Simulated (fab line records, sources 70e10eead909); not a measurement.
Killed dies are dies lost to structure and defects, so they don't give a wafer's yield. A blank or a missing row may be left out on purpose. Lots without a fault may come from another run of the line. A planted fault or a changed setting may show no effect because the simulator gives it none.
Chamber matching | flow nand_harc | NHARC_A_WL_FILL_ALD_19 on ald_metal-04: 4 sister chambers
The step deposits TiN, target thk 2 nm, pulse time 3 s, ald cycles 100. 4 wafers are shown with their chamber, then 8 later ones without.

WAFERS WITH THEIR CHAMBER
wafer  | chamber | heater_power_w (W)
L086.3 | 0       | 1305
L094.3 | 1       | 1229
L094.4 | 3       | 1112
L091.3 | 2       | 1099

WAFERS WITHOUT THEIR CHAMBER
wafer  | heater_power_w (W)
L091.4 | 1093
L091.5 | 1114
L095.1 | 1127
L095.2 | 1271
L095.3 | 1102
L095.4 | 1240
L095.5 | 1091
L095.6 | 1285

WHICH CHAMBER EACH WENT THROUGH
wafer  | from the rows above     | in truth
L091.4 | can't be placed: 2 or 3 | 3
L091.5 | can't be placed: 3 or 2 | 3
L095.1 | can't be placed: 3 or 2 | 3
L095.2 | can't be placed: 0 or 1 | 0
L095.3 | can't be placed: 2 or 3 | 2
L095.4 | 1                       | 1
L095.5 | can't be placed: 2 or 3 | 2
L095.6 | 0                       | 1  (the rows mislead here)
Placed correctly: 1 of 8. Can't be placed from these rows: 6 (the true chamber is among the candidates in 6). Placed wrongly: 1.
How it was worked out, from the rows above alone: a wafer's distance from a chamber is the root of the sum, over the readings, of the square of ((its reading less the chamber's mean) divided by the reading's scatter). The wafer belongs to the nearest chamber; if the next one is less than 2 further off, it can't be placed. A chamber's mean is the mean of its shown wafers. The scatter: with one shown wafer a chamber, the root of the mean of the squares of how far each hidden wafer lies from its nearest shown one.
